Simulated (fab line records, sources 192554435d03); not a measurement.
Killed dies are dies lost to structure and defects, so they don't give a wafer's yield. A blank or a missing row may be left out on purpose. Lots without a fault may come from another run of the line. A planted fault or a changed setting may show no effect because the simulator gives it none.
fab line records | flow n5_finfet
record lots=24 wafers=72 last_day=18
route steps=1938 shown HKMG_FIN@398 GATE_CUT@465
lots that met no fault: from a run of the same line without faults
start_h: hours from the record's first day to the start of the lot's first wafer shown | wait_h: hours since the lot's step before | " the same as in the row above | L1.1+2: a row that stands for several wafers | - no value, or no start given | * or withheld: withheld | < > ~ a bound
route shown NAME@n: a module of which the file shows steps, and the number in the route of the first | usual: mean/standard deviation of fault-free wafers | same: alike in all rows | chamber/n: place in a boat | sites: the reading at each site | _std_site: their standard deviation | _edge_site: outer sites' mean less inner sites' | radius_mm: how far each site lies from the wafer's centre | mask NAME#n: copy n | behind: the tool/chamber that last shaped the wafer | hold: why the lot was held/for how many hours/how that ended | device: the transistor (n, p or np) that didn't switch | end of line: the same wafers' tests at the end of the route | a step without rows: its recipe alone | killed: dies lost to structure and defects at the first sort, not the wafer's yield | map: a wafer's dies, x killed, . not, _ none there
set.NAME: the setting as run; set.NAME@STEP: as run at that earlier step | model.NAME: the simulator's own value behind a step, which no gauge read
steps of the route over a sample of lots; a table a step, a row a wafer
services: from which hour (start_h, from the record's first day; less than 0 if before it) a tool's chamber was out of use, for how many hours, and why
## steps
# step N5_HKMG_FIN_CD_MEAS_49
# recipe target_cd_nm=202 landing_energy_ev=500 detector=se_inlens polarity=opening
# usual cd_nm=202.3/0.57
# columns lot.wafer tool chamber start_h wait_h cd_nm
L074.3 cd_sem-01 0 72.28 - 203.1
L074.4 " 0 " " 202.8
L074.5 " 0 " " 203.8
L075.2 cd_sem-01 0 76.68 - 203.5
L075.3 " 0 " " 202.2
L075.5 " 0 " " 203.0
L076.1 cd_sem-01 0 83.34 - 202.7
L076.2 " 0 " " 202.3
L076.4 " 0 " " 202.8
L077.4 cd_sem-02 0 90.70 - 202.0
L077.5 " 0 " " 202.4
L077.6 " 0 " " 202.4
L078.2 cd_sem-01 0 94.38 - 202.1
L078.3 " 0 " " 202.8
L078.6 " 0 " " 202.6
L079.2 cd_sem-01 0 103.84 - 201.9
L079.3 " 0 " " 202.0
L079.4 " 0 " " 201.5
L080.2 cd_sem-01 0 107.21 - 202.5
L080.4 " 0 " " 202.4
L080.5 " 0 " " 202.7
L081.2 cd_sem-03 0 118.90 - 201.3
L081.5 " 0 " " 202.1
L081.6 " 0 " " 201.9
L082.1 cd_sem-03 0 122.46 - 201.7
L082.2 " 0 " " 201.9
L082.6 " 0 " " 201.2
L083.4 cd_sem-01 0 124.72 - 202.5
L083.5 " 0 " " 201.9
L083.6 " 0 " " 202.0
L084.2 cd_sem-03 0 136.46 - 203.7
L084.4 " 0 " " 203.2
L084.6 " 0 " " 204.2
L085.1 cd_sem-02 0 139.50 - 203.1
L085.4 " 0 " " 202.4
L085.5 " 0 " " 201.6
L086.1 cd_sem-01 0 147.20 - 202.0
L086.4 " 0 " " 201.9
L086.6 " 0 " " 202.4
L087.1 cd_sem-02 0 152.76 - 203.3
L087.2 " 0 " " 202.0
L087.3 " 0 " " 202.9
L088.1 cd_sem-02 0 154.20 - 202.0
L088.3 " 0 " " 202.5
L088.4 " 0 " " 202.1
L089.4 cd_sem-03 0 161.58 - 202.2
L089.5 " 0 " " 201.9
L089.6 " 0 " " 201.3
L090.1 cd_sem-02 0 167.48 - 202.1
L090.2 " 0 " " 202.7
L090.3 " 0 " " 202.3
L091.1 cd_sem-02 0 171.34 - 202.0
L091.3 " 0 " " 202.1
L091.6 " 0 " " 202.3
L092.1 cd_sem-01 0 182.29 - 202.1
L092.4 " 0 " " 202.8
L092.5 " 0 " " 203.1
L093.1 cd_sem-03 0 188.08 - 202.7
L093.4 " 0 " " 202.0
L093.6 " 0 " " 202.2
L094.2 cd_sem-01 0 192.75 - 202.1
L094.3 " 0 " " 202.5
L094.6 " 0 " " 202.8
L095.2 cd_sem-03 0 203.60 - 202.7
L095.4 " 0 " " 202.3
L095.5 " 0 " " 202.2
L097.2 cd_sem-01 0 211.97 - 201.9
L097.3 " 0 " " 202.1
L097.5 " 0 " " 202.3
L096.3 cd_sem-02 0 212.58 - 201.8
L096.4 " 0 " " 202.1
L096.6 " 0 " " 201.0
# step N5_HKMG_FIN_STRIP_69
# recipe chemistry=N2/H2 power_w=2500 temp_c=300 h2_frac=0.65 time_s=360 pressure_mtorr=withheld n2_flow_sccm=1750 h2_flow_sccm=3250
# usual drypump_motor_current_A=5.7/0.32 heater_power_w=494/48
# columns lot.wafer tool chamber start_h wait_h drypump_motor_current_A heater_power_w rf_hours_counter_h
L074.3 plasma_asher-02 1 78.84 0.2 6.0 516 -
L074.4 " 0 " " 5.5 521 -
L074.5 " 1 " " 6.0 503 -
L075.2 plasma_asher-01 1 82.97 0.1 6.1 529 92
L075.3 " 1 " " 6.1 527 -
L075.5 " 1 " " 6.1 552 -
L076.1 plasma_asher-02 1 89.51 0.1 5.9 509 38
L076.2 " 0 " " 5.5 519 38
L076.4 " 1 " " 6.0 518 -
L077.4 plasma_asher-01 0 96.92 0.2 5.3 422 -
L077.5 " 0 " " 5.4 415 -
L077.6 " 1 " " 6.1 540 -
L078.2 plasma_asher-01 1 100.73 0.1 6.2 536 95
L078.3 " 1 " " 6.2 531 -
L078.6 " 0 " " 5.4 411 -
L079.2 plasma_asher-02 0 110.94 0.1 5.6 526 42
L079.3 " 0 " " 5.5 528 -
L079.4 " 1 " " 6.0 498 -
L080.2 plasma_asher-01 0 113.61 0.1 5.4 420 98
L080.4 " 1 " " 6.1 547 -
L080.5 " 1 " " 6.2 535 -
L081.2 plasma_asher-01 0 125.34 0.1 5.3 431 100
L081.5 " 0 " " 5.4 413 -
L081.6 " 1 " " 6.1 540 -
L082.1 plasma_asher-02 0 128.80 0.1 5.5 521 45
L082.2 " 1 " " 5.9 517 45
L082.6 " 1 " " 5.9 523 -
L083.4 plasma_asher-01 0 131.55 0.2 5.4 411 -
L083.5 " 0 " " 5.4 423 -
L083.6 " 1 " " 6.1 543 -
L084.2 plasma_asher-01 0 144.69 0.1 5.4 413 104
L084.4 " 0 " " 5.4 415 -
L084.6 " 1 " " 6.1 544 -
L085.1 plasma_asher-02 0 147.83 0.1 5.6 504 48
L085.4 " 0 " " 5.5 514 -
L085.5 " 1 " " 5.9 509 -
L086.1 plasma_asher-01 0 154.04 0.1 5.4 420 106
L086.4 " 1 " " 6.1 527 -
L086.6 " 1 " " 6.2 531 -
L087.1 plasma_asher-01 0 159.65 0.1 5.4 413 108
L087.2 " 1 " " 6.2 524 108
L087.3 " 0 " " 5.4 415 -
L088.1 plasma_asher-01 1 161.02 0.1 6.2 537 108
L088.3 " 1 " " 6.1 559 -
L088.4 " 0 " " 5.3 410 -
L089.4 plasma_asher-02 0 167.78 0.2 5.5 522 -
L089.5 " 0 " " 5.6 522 -
L089.6 " 1 " " 5.9 530 -
L090.1 plasma_asher-02 0 174.09 0.1 5.5 527 54
L090.2 " 1 " " 5.9 520 54
L090.3 " 1 " " 5.9 520 -
L091.1 plasma_asher-01 1 178.00 0.1 6.1 526 112
L091.3 " 0 " " 5.4 405 -
L091.6 " 1 " " 6.1 543 -
L092.1 plasma_asher-02 1 188.93 0.1 6.0 503 56
L092.4 " 0 " " 5.5 502 -
L092.5 " 1 " " 5.9 521 -
L093.1 plasma_asher-01 1 194.82 0.1 6.1 531 115
L093.4 " 0 " " 5.4 419 -
L093.6 " 1 " " 6.1 529 -
L094.2 plasma_asher-02 0 199.52 0.1 5.5 517 59
L094.3 " 1 " " 6.0 522 -
L094.6 " 0 " " 5.5 526 -
L095.2 plasma_asher-02 0 209.79 0.1 5.5 513 63
L095.4 " 0 " " 5.5 518 -
L095.5 " 0 " " 5.6 502 -
L097.2 plasma_asher-02 1 218.32 0.1 6.0 517 66
L097.3 " 1 " " 5.9 526 -
L097.5 " 0 " " 5.5 520 -
L096.3 plasma_asher-01 0 218.95 0.2 5.4 421 -
L096.4 " 1 " " 6.1 536 -
L096.6 " 0 " " 5.4 419 -
# step N5_GATE_CUT_ETCHBACK_00
# recipe chemistry=SF6/Cl2 target=W pressure_mtorr=8 icp_w=900 bias_w=80 SF6_flow_sccm=40 Cl2_flow_sccm=60
# usual drypump_motor_current_A=6.0/0.52 mfc_cl2_sccm=60.00/0.19 oes_product_au=0.82/0.099 throttle_valve_pct=27.50/0.27
# columns lot.wafer tool chamber start_h wait_h drypump_motor_current_A mfc_cl2_sccm oes_product_au rf_hours_counter_h throttle_valve_pct
L074.3 rie_metal-03 0 80.59 0.1 6.3 59.90 0.98 - 27.58
L074.4 " 1 " " 6.4 59.77 0.89 - 27.43
L074.5 " 0 " " 6.3 60.13 0.98 - 27.58
L075.2 rie_metal-02 1 84.63 0.0 6.0 60.14 0.82 25 27.90
L075.3 " 1 " " 6.0 59.99 0.82 - 27.87
L075.5 " 1 " " 6.0 60.29 0.81 - 27.90
L076.1 rie_metal-03 1 91.19 0.0 6.4 60.09 0.88 12 27.41
L076.2 " 1 " " 6.3 60.23 0.88 - 27.40
L076.4 " 1 " " 6.4 59.92 0.88 - 27.42
L077.4 rie_metal-02 1 98.50 0.1 6.1 60.14 0.82 - 27.90
L077.5 " 1 " " 6.0 59.91 0.82 - 27.91
L077.6 " 0 " " 5.6 59.89 0.74 - 27.38
L078.2 rie_metal-01 0 102.48 0.0 4.7 60.00 0.94 5 27.56
L078.3 " 0 " " 4.7 60.24 0.93 - 27.57
L078.6 " 0 " " 4.7 59.92 0.94 - 27.57
L079.2 rie_metal-03 1 112.91 0.0 6.4 59.93 0.86 14 27.42
L079.3 " 1 " " 6.4 59.90 0.85 - 27.42
L079.4 " 0 " " 6.3 60.12 0.95 - 27.59
L080.2 rie_metal-02 0 115.27 0.0 5.6 60.37 0.73 61 27.38
L080.4 " 0 " " 5.6 60.26 0.73 - 27.38
L080.5 " 1 " " 6.0 60.11 0.81 - 27.90
L081.2 rie_metal-02 0 127.00 0.0 5.6 59.93 0.72 62 27.37
L081.5 " 0 " " 5.6 59.94 0.73 - 27.36
L081.6 " 1 " " 6.1 59.84 0.81 - 27.90
L082.1 rie_metal-02 1 130.48 0.0 6.0 60.13 0.80 31 27.92
L082.2 " 0 " " 5.6 59.77 0.73 62 27.38
L082.6 " 0 " " 5.6 60.09 0.72 - 27.37
L083.4 rie_metal-02 0 133.37 0.1 5.6 60.05 0.72 - 27.36
L083.5 " 1 " " 6.0 59.94 0.80 - 27.92
L083.6 " 0 " " 5.6 59.85 0.73 - 27.37
L084.2 rie_metal-02 1 146.35 0.0 6.0 60.26 0.80 33 27.90
L084.4 " 1 " " 6.1 60.23 0.80 - 27.92
L084.6 " 1 " " 6.0 60.05 0.79 - 27.90
L085.1 rie_metal-03 1 149.49 0.0 6.4 60.23 0.84 18 27.42
L085.4 " 0 " " 6.3 60.27 0.92 - 27.59
L085.5 " 0 " " 6.3 60.17 0.93 - 27.59
L086.1 rie_metal-01 0 155.71 0.0 4.7 60.09 0.92 6 27.58
L086.4 " 0 " " 4.7 59.70 0.93 - 27.56
L086.6 " 0 " " 4.7 60.00 0.93 - 27.58
L087.1 rie_metal-03 0 161.31 0.0 6.4 59.64 0.92 10 27.58
L087.2 " 1 " " 6.4 59.65 0.85 19 27.43
L087.3 " 0 " " 6.3 59.87 0.92 - 27.62
L088.1 rie_metal-01 1 162.79 0.0 6.3 60.00 0.61 130 27.02
L088.3 " 0 " " 4.7 60.55 0.92 - 27.58
L088.4 " 1 " " 6.3 59.90 0.61 - 27.03
L089.4 rie_metal-01 1 169.37 0.1 6.3 59.84 0.61 - 27.04
L089.5 " 1 " " 6.3 59.85 0.60 - 27.01
L089.6 " 0 " " 4.7 59.87 0.93 - 27.57
L090.1 rie_metal-02 0 175.75 0.0 5.6 60.43 0.71 67 27.38
L090.2 " 1 " " 6.0 60.25 0.79 36 27.92
L090.3 " 0 " " 5.6 60.19 0.71 - 27.39
L091.1 rie_metal-03 1 179.66 0.0 6.3 59.93 0.83 21 27.44
L091.3 " 0 " " 6.3 60.32 0.91 - 27.60
L091.6 " 0 " " 6.3 60.26 0.91 - 27.60
L092.1 rie_metal-03 0 190.64 0.0 6.3 60.51 0.90 12 27.60
L092.4 " 1 " " 6.4 59.87 0.83 - 27.42
L092.5 " 0 " " 6.4 60.14 0.91 - 27.60
L093.1 rie_metal-03 1 196.51 0.0 6.3 60.11 0.83 23 27.43
L093.4 " 0 " " 6.3 59.84 0.91 - 27.61
L093.6 " 1 " " 6.3 60.32 0.83 - 27.42
L094.2 rie_metal-03 1 201.21 0.0 6.4 59.69 0.83 23 27.45
L094.3 " 1 " " 6.3 59.90 0.83 - 27.45
L094.6 " 1 " " 6.4 59.62 0.83 - 27.44
L095.2 rie_metal-02 1 211.45 0.0 6.0 59.93 0.77 40 27.92
L095.4 " 0 " " 5.6 59.97 0.70 - 27.37
L095.5 " 1 " " 6.0 60.24 0.77 - 27.92
L097.2 rie_metal-03 0 219.98 0.0 6.3 59.96 0.90 14 27.60
L097.3 " 1 " " 6.4 59.99 0.83 - 27.44
L097.5 " 0 " " 6.4 60.19 0.89 - 27.61
L096.3 rie_metal-01 1 220.57 0.1 6.2 60.02 0.98 - 26.67
L096.4 " 0 " " 4.7 59.82 0.90 - 27.58
L096.6 " 0 " " 4.7 59.83 0.91 - 27.57
# step N5_GATE_CUT_ETCH_58
# recipe chemistry=CH3F/O2 target=SiNx target_depth_a=170 time_s=128.6 ion_energy_ev=50 pressure_mtorr=30 source_w=415 bias_w=21 Ar_flow_sccm=150 CH3F_flow_sccm=30 O2_flow_sccm=20
# usual CH3F_flow_sccm=30.01/0.094 drypump_motor_current_A=5.7/0.42 oes_product_au=0.79/0.082 rf_vpp_V=99.0/0.93 showerhead_plenum_p_Torr=1.99/0.074 throttle_valve_pct=16.34/0.19
# columns lot.wafer tool chamber start_h wait_h CH3F_flow_sccm drypump_motor_current_A oes_product_au rf_hours_counter_h rf_vpp_V showerhead_plenum_p_Torr throttle_valve_pct
L074.3 rie_diel-02 2 81.06 0.2 29.90 5.8 0.72 191 97.4 1.99 16.26
L074.4 " 0 " " 30.04 5.0 0.81 - 98.7 1.86 16.39
L074.5 " 3 " " 30.17 5.4 0.77 - 99.4 2.01 16.29
L075.2 rie_diel-03 1 85.05 0.2 30.05 5.8 0.70 234 98.8 2.06 16.60
L075.3 " 0 " " 29.92 5.4 0.76 155 100.6 2.00 16.69
L075.5 " 0 " " 29.98 5.4 0.75 - 100.1 2.00 16.68
L076.1 rie_diel-02 2 91.89 0.2 29.98 5.8 0.71 197 99.4 1.99 16.27
L076.2 " 0 " " 29.85 5.0 0.81 122 98.2 1.86 16.41
L076.4 " 0 " " 29.92 5.0 0.81 - 98.0 1.86 16.41
L077.4 rie_diel-02 3 98.76 0.0 30.05 5.4 0.75 136 99.0 2.00 16.29
L077.5 " 3 " " 30.06 5.5 0.76 - 99.2 2.00 16.29
L077.6 " 2 " " 30.08 5.7 0.70 - 99.8 1.99 16.28
L078.2 rie_diel-04 3 102.77 0.0 30.11 6.1 0.71 240 98.6 1.98 16.60
L078.3 " 2 " " 30.05 5.5 0.67 231 99.3 2.06 16.55
L078.6 " 1 " " 30.00 6.2 0.84 - 98.6 2.03 16.18
L079.2 rie_diel-03 2 113.20 0.0 30.11 5.7 0.89 35 100.8 2.03 16.21
L079.3 " 3 " " 29.95 6.3 0.83 81 99.6 2.12 16.39
L079.4 " 0 " " 29.79 5.4 0.75 164 99.0 2.00 16.69
L080.2 rie_diel-04 3 115.56 0.0 29.99 6.1 0.70 244 98.2 1.97 16.61
L080.4 " 0 " " 29.98 6.3 0.80 90 99.0 1.88 16.45
L080.5 " 1 " " 29.95 6.2 0.83 - 99.1 2.03 16.18
L081.2 rie_diel-02 2 127.29 0.0 29.90 5.8 0.71 207 99.2 1.99 16.29
L081.5 " 3 " " 29.89 5.5 0.76 - 99.8 2.00 16.31
L081.6 " 2 " " 30.09 5.8 0.70 - 98.1 1.99 16.29
L082.1 rie_diel-03 1 130.81 0.1 30.07 5.8 0.70 247 99.1 2.06 16.62
L082.2 " 0 " " 30.09 5.4 0.74 168 98.9 2.00 16.71
L082.6 " 3 " " 30.00 6.3 0.85 - 99.9 2.12 16.39
L083.4 rie_diel-04 1 133.62 0.0 30.02 6.2 0.83 80 98.3 2.02 16.22
L083.5 " 1 " " 29.85 6.2 0.82 - 100.4 2.02 16.19
L083.6 " 0 " " 30.04 6.4 0.79 - 97.4 1.87 16.43
L084.2 rie_diel-04 2 146.64 0.0 30.20 5.5 0.66 245 100.2 2.06 16.57
L084.4 " 0 " " 30.22 6.4 0.79 - 99.0 1.87 16.46
L084.6 " 1 " " 30.00 6.2 0.82 - 100.0 2.02 16.19
L085.1 rie_diel-03 0 149.79 0.0 29.98 5.4 0.73 174 99.2 2.00 16.72
L085.4 " 0 " " 29.89 5.4 0.73 - 98.9 2.00 16.71
L085.5 " 2 " " 30.06 5.7 0.87 - 99.4 2.03 16.23
L086.1 rie_diel-02 0 156.00 0.0 29.98 5.0 0.79 140 97.5 1.85 16.45
L086.4 " 2 " " 29.85 5.8 0.70 217 98.3 1.98 16.32
L086.6 " 1 " " 30.13 5.2 0.92 - 98.8 1.96 15.92
L087.1 rie_diel-04 2 161.60 0.0 29.91 5.5 0.66 251 100.7 2.06 16.57
L087.2 " 1 " " 30.02 6.2 0.81 91 100.1 2.02 16.22
L087.3 " 0 " " 29.97 6.4 0.78 106 98.3 1.87 16.45
L088.1 rie_diel-02 0 163.08 0.0 30.01 5.0 0.78 142 98.2 1.85 16.46
L088.3 " 1 " " 29.96 5.2 0.91 19 99.6 1.96 15.91
L088.4 " 2 " " 29.97 5.8 0.69 219 99.3 1.98 16.31
L089.4 rie_diel-04 1 169.67 0.1 30.01 6.2 0.81 - 99.5 2.02 16.21
L089.5 " 3 " " 30.10 6.0 0.98 - 98.9 1.97 16.16
L089.6 " 0 " " 29.89 6.4 0.78 - 96.8 1.87 16.47
L090.1 rie_diel-03 2 176.11 0.1 30.16 5.7 0.85 56 98.8 2.02 16.26
L090.2 " 3 " " 29.98 6.3 0.81 102 99.4 2.12 16.44
L090.3 " 1 " " 30.17 5.8 0.98 1 99.3 2.06 16.15
L091.1 rie_diel-02 2 179.95 0.0 30.04 5.8 0.68 225 100.4 1.98 16.32
L091.3 " 0 " " 29.96 5.0 0.78 147 100.2 1.85 16.46
L091.6 " 3 " " 29.85 5.4 0.73 - 99.3 1.99 16.35
L092.1 rie_diel-03 2 191.12 0.2 29.84 5.7 0.84 61 99.0 2.02 16.28
L092.4 " 1 " " 30.07 5.8 0.95 5 100.4 2.05 16.14
L092.5 " 1 " " 30.15 5.8 0.95 - 98.3 2.05 16.14
L093.1 rie_diel-04 1 196.84 0.1 29.97 6.2 0.79 105 98.4 2.02 16.24
L093.4 " 2 " " 30.03 5.5 0.97 3 98.6 2.05 16.13
L093.6 " 1 " " 30.03 6.2 0.80 - 98.5 2.02 16.24
L094.2 rie_diel-02 1 201.50 0.0 29.95 5.2 0.88 32 98.9 1.96 15.94
L094.3 " 0 " " 30.03 5.0 0.77 154 98.0 1.85 16.48
L094.6 " 0 " " 30.03 5.0 0.78 - 96.9 1.85 16.46
L095.2 rie_diel-04 1 211.74 0.0 29.96 6.2 0.80 110 98.9 2.01 16.25
L095.4 " 2 " " 30.01 5.5 0.94 8 99.3 2.05 16.15
L095.5 " 2 " " 30.00 5.5 0.96 - 98.8 2.05 16.16
L097.2 rie_diel-04 0 220.28 0.0 29.75 6.4 0.77 127 98.4 1.86 16.48
L097.3 " 3 " " 30.08 6.0 0.92 20 98.3 1.97 16.22
L097.5 " 3 " " 29.99 6.0 0.93 - 99.8 1.97 16.19
L096.3 rie_diel-02 2 220.82 0.0 30.10 5.7 0.68 237 98.7 1.98 16.35
L096.4 " 0 " " 30.01 5.0 0.77 160 97.2 1.84 16.48
L096.6 " 0 " " 30.06 5.0 0.78 - 98.9 1.84 16.49
# step N5_GATE_CUT_STRIP_59
# recipe chemistry=N2/H2 time_s=20 power_w=100 temp_c=40 pressure_mtorr=100 rf_frequency_hz=6e+07 bias_power_w=3 n2_flow_sccm=300 h2_flow_sccm=300
# usual drypump_motor_current_A=5.7/0.42 oes_product_au=0.79/0.085 rf_vpp_V=45.2/0.88 showerhead_plenum_p_Torr=3.35/0.12 throttle_valve_pct=12.20/0.21
# columns lot.wafer tool chamber start_h wait_h drypump_motor_current_A oes_product_au rf_hours_counter_h rf_vpp_V showerhead_plenum_p_Torr throttle_valve_pct
L074.3 rie_diel-02 2 81.16 0.1 5.8 0.70 191 44.6 3.37 12.26
L074.4 " 0 " " 5.0 0.81 - 43.6 3.16 12.25
L074.5 " 3 " " 5.5 0.76 - 44.6 3.38 12.15
L075.2 rie_diel-03 1 85.15 0.1 5.8 0.69 234 46.0 3.49 12.58
L075.3 " 0 " " 5.4 0.74 155 45.5 3.37 12.56
L075.5 " 0 " " 5.4 0.74 - 45.6 3.37 12.57
L076.1 rie_diel-02 2 91.99 0.1 5.8 0.70 197 45.2 3.37 12.26
L076.2 " 0 " " 5.0 0.81 122 45.0 3.16 12.27
L076.4 " 0 " " 5.0 0.81 - 44.8 3.16 12.27
L077.4 rie_diel-02 3 98.86 0.1 5.4 0.75 136 45.5 3.38 12.15
L077.5 " 3 " " 5.4 0.75 - 46.0 3.38 12.15
L077.6 " 2 " " 5.8 0.70 - 44.9 3.36 12.27
L078.2 rie_diel-04 3 102.87 0.1 6.1 0.72 240 44.4 3.32 12.46
L078.3 " 2 " " 5.5 0.69 231 44.8 3.45 12.47
L078.6 " 1 " " 6.2 0.83 - 46.3 3.42 12.05
L079.2 rie_diel-03 2 113.30 0.1 5.7 0.89 35 45.7 3.44 12.06
L079.3 " 3 " " 6.3 0.84 81 44.9 3.55 12.06
L079.4 " 0 " " 5.4 0.73 164 45.3 3.37 12.57
L080.2 rie_diel-04 3 115.66 0.1 6.0 0.71 244 44.8 3.32 12.47
L080.4 " 0 " " 6.4 0.81 90 46.2 3.14 12.13
L080.5 " 1 " " 6.2 0.83 - 44.1 3.42 12.04
L081.2 rie_diel-02 2 127.39 0.1 5.8 0.69 207 42.8 3.36 12.28
L081.5 " 3 " " 5.4 0.74 - 46.5 3.37 12.16
L081.6 " 2 " " 5.8 0.69 - 43.6 3.36 12.29
L082.1 rie_diel-03 1 130.91 0.1 5.8 0.69 247 45.8 3.48 12.62
L082.2 " 0 " " 5.4 0.73 168 44.5 3.37 12.60
L082.6 " 3 " " 6.3 0.84 - 44.6 3.55 12.07
L083.4 rie_diel-04 1 133.73 0.1 6.2 0.82 80 46.2 3.42 12.08
L083.5 " 1 " " 6.2 0.82 - 45.5 3.42 12.06
L083.6 " 0 " " 6.4 0.80 - 46.8 3.13 12.16
L084.2 rie_diel-04 2 146.74 0.1 5.5 0.67 245 45.5 3.45 12.52
L084.4 " 0 " " 6.3 0.80 - 45.8 3.13 12.18
L084.6 " 1 " " 6.2 0.81 - 45.7 3.42 12.09
L085.1 rie_diel-03 0 149.89 0.1 5.4 0.72 174 45.0 3.36 12.62
L085.4 " 0 " " 5.4 0.72 - 44.8 3.36 12.60
L085.5 " 2 " " 5.7 0.86 - 44.5 3.43 12.11
L086.1 rie_diel-02 0 156.10 0.1 5.0 0.80 140 46.0 3.15 12.32
L086.4 " 2 " " 5.8 0.69 217 45.3 3.35 12.32
L086.6 " 1 " " 5.2 0.93 - 45.6 3.31 11.86
L087.1 rie_diel-04 2 161.71 0.1 5.5 0.66 251 44.8 3.44 12.52
L087.2 " 1 " " 6.2 0.80 91 45.1 3.41 12.08
L087.3 " 0 " " 6.3 0.78 107 43.8 3.13 12.19
L088.1 rie_diel-02 0 163.18 0.1 5.0 0.78 142 45.2 3.15 12.31
L088.3 " 1 " " 5.2 0.92 19 46.0 3.31 11.86
L088.4 " 2 " " 5.8 0.68 219 44.7 3.35 12.32
L089.4 rie_diel-04 1 169.75 0.0 6.2 0.80 - 46.1 3.41 12.12
L089.5 " 3 " " 6.0 0.98 - 44.9 3.32 11.84
L089.6 " 0 " " 6.4 0.78 - 44.1 3.13 12.20
L090.1 rie_diel-03 2 176.21 0.1 5.7 0.85 56 45.8 3.43 12.13
L090.2 " 3 " " 6.3 0.81 102 46.6 3.54 12.15
L090.3 " 1 " " 5.8 0.98 1 45.6 3.48 11.99
L091.1 rie_diel-02 2 180.05 0.1 5.8 0.69 225 44.5 3.35 12.34
L091.3 " 0 " " 5.0 0.78 147 44.6 3.14 12.34
L091.6 " 3 " " 5.5 0.73 - 45.7 3.36 12.22
L092.1 rie_diel-03 2 191.22 0.1 5.7 0.84 61 44.1 3.42 12.13
L092.4 " 1 " " 5.8 0.96 6 46.0 3.47 11.98
L092.5 " 1 " " 5.8 0.97 - 44.7 3.47 12.02
L093.1 rie_diel-04 1 196.94 0.1 6.2 0.79 105 45.5 3.41 12.14
L093.4 " 2 " " 5.5 0.97 3 45.1 3.44 11.90
L093.6 " 1 " " 6.2 0.79 - 45.8 3.41 12.14
L094.2 rie_diel-02 1 201.61 0.1 5.2 0.91 32 45.8 3.31 11.89
L094.3 " 0 " " 5.0 0.78 154 44.9 3.14 12.33
L094.6 " 0 " " 5.0 0.78 - 44.8 3.14 12.34
L095.2 rie_diel-04 1 211.85 0.1 6.2 0.79 110 45.4 3.40 12.14
L095.4 " 2 " " 5.5 0.96 8 44.2 3.44 11.92
L095.5 " 2 " " 5.5 0.96 - 45.1 3.44 11.91
L097.2 rie_diel-04 0 220.38 0.1 6.4 0.76 127 45.3 3.12 12.25
L097.3 " 3 " " 6.1 0.93 20 44.5 3.31 11.88
L097.5 " 3 " " 6.0 0.92 - 42.9 3.31 11.89
L096.3 rie_diel-02 2 220.93 0.1 5.8 0.67 237 43.9 3.34 12.36
L096.4 " 0 " " 5.0 0.77 160 45.8 3.14 12.37
L096.6 " 0 " " 5.0 0.77 - 44.0 3.14 12.37
# step N5_GATE_CUT_CD_MEAS_13
# recipe target_cd_nm=20 landing_energy_ev=500 detector=se_inlens
# usual cd_nm=20.05/0.25
# columns lot.wafer tool chamber start_h wait_h cd_nm
L074.3 cd_sem-03 0 84.38 - 19.45
L074.4 " 0 " " 20.15
L074.5 " 0 " " 19.94
L075.2 cd_sem-02 0 88.45 - 19.89
L075.3 " 0 " " 20.52
L075.5 " 0 " " 20.16
L076.1 cd_sem-02 0 95.27 - 19.96
L076.2 " 0 " " 19.91
L076.4 " 0 " " 20.00
L077.4 cd_sem-03 0 103.01 - 20.07
L077.5 " 0 " " 19.44
L077.6 " 0 " " 20.16
L078.2 cd_sem-01 0 106.15 - 20.10
L078.3 " 0 " " 19.51
L078.6 " 0 " " 20.20
L079.2 cd_sem-01 0 116.46 - 20.26
L079.3 " 0 " " 20.00
L079.4 " 0 " " 20.08
L080.2 cd_sem-02 0 118.92 - 20.30
L080.4 " 0 " " 20.47
L080.5 " 0 " " 20.22
L081.2 cd_sem-03 0 130.68 - 20.28
L081.5 " 0 " " 19.94
L081.6 " 0 " " 20.10
L082.1 cd_sem-02 0 134.19 - 20.27
L082.2 " 0 " " 20.32
L082.6 " 0 " " 20.05
L083.4 cd_sem-01 0 137.31 - 20.28
L083.5 " 0 " " 19.89
L083.6 " 0 " " 19.87
L084.2 cd_sem-03 0 149.89 - 20.22
L084.4 " 0 " " 20.15
L084.6 " 0 " " 20.19
L085.1 cd_sem-02 0 153.05 - 20.27
L085.4 " 0 " " 20.09
L085.5 " 0 " " 20.11
L086.1 cd_sem-02 0 159.30 - 20.14
L086.4 " 0 " " 20.04
L086.6 " 0 " " 19.49
L087.1 cd_sem-02 0 164.86 - 20.00
L087.2 " 0 " " 20.30
L087.3 " 0 " " 19.72
L088.1 cd_sem-02 0 167.26 - 19.96
L088.3 " 0 " " 20.34
L088.4 " 0 " " 19.82
L089.4 cd_sem-02 0 173.18 - 19.92
L089.5 " 0 " " 20.07
L089.6 " 0 " " 19.45
L090.1 cd_sem-03 0 179.40 - 20.13
L090.2 " 0 " " 20.29
L090.3 " 0 " " 20.04
L091.1 cd_sem-02 0 183.44 - 19.82
L091.3 " 0 " " 19.71
L091.6 " 0 " " 20.13
L092.1 cd_sem-02 0 194.37 - 20.13
L092.4 " 0 " " 19.87
L092.5 " 0 " " 20.09
L093.1 cd_sem-03 0 200.22 - 19.83
L093.4 " 0 " " 19.86
L093.6 " 0 " " 20.10
L094.2 cd_sem-02 0 204.91 - 20.08
L094.3 " 0 " " 20.47
L094.6 " 0 " " 20.29
L095.2 cd_sem-01 0 215.02 - 20.36
L095.4 " 0 " " 20.30
L095.5 " 0 " " 20.13
L097.2 cd_sem-02 0 223.66 - 19.94
L097.3 " 0 " " 19.72
L097.5 " 0 " " 19.95
L096.3 cd_sem-01 0 224.31 - 20.45
L096.4 " 0 " " 20.07
L096.6 " 0 " " 20.03
## services
# columns tool chamber start_h hours kind
rie_diel-04 - 69.57 28.1 pm
rie_diel-02 1 73.75 - clean
rie_diel-02 1 73.75 - consumable_replace:focus_ring
rie_diel-02 1 73.75 19.5 scheduled_down
rie_diel-02 1 73.75 19.5 vent_cycle
plasma_asher-02 - 76.29 0.6 repair
rie_metal-03 0 90.55 4.2 repair
rie_diel-02 - 102.59 2.8 pm
rie_metal-01 - 111.09 28.1 pm
rie_diel-04 3 136.92 - clean
rie_diel-04 3 136.92 - consumable_replace:focus_ring
rie_diel-04 3 136.92 28.0 scheduled_down
rie_diel-04 3 136.92 28.0 vent_cycle
rie_diel-03 1 144.94 3.3 repair
rie_diel-03 1 148.25 - clean
rie_diel-03 1 148.25 - consumable_replace:esc
rie_diel-04 2 165.08 - clean
rie_diel-04 2 165.08 - consumable_replace:focus_ring
rie_diel-04 2 165.08 20.6 scheduled_down
rie_diel-04 2 165.08 20.6 vent_cycle
rie_metal-01 1 180.25 2.8 repair
rie_diel-02 - 197.02 0.7 repair
rie_diel-02 1 204.40 10.7 repair
plasma_asher-02 - 219.03 2.8 pm
## key
fault none
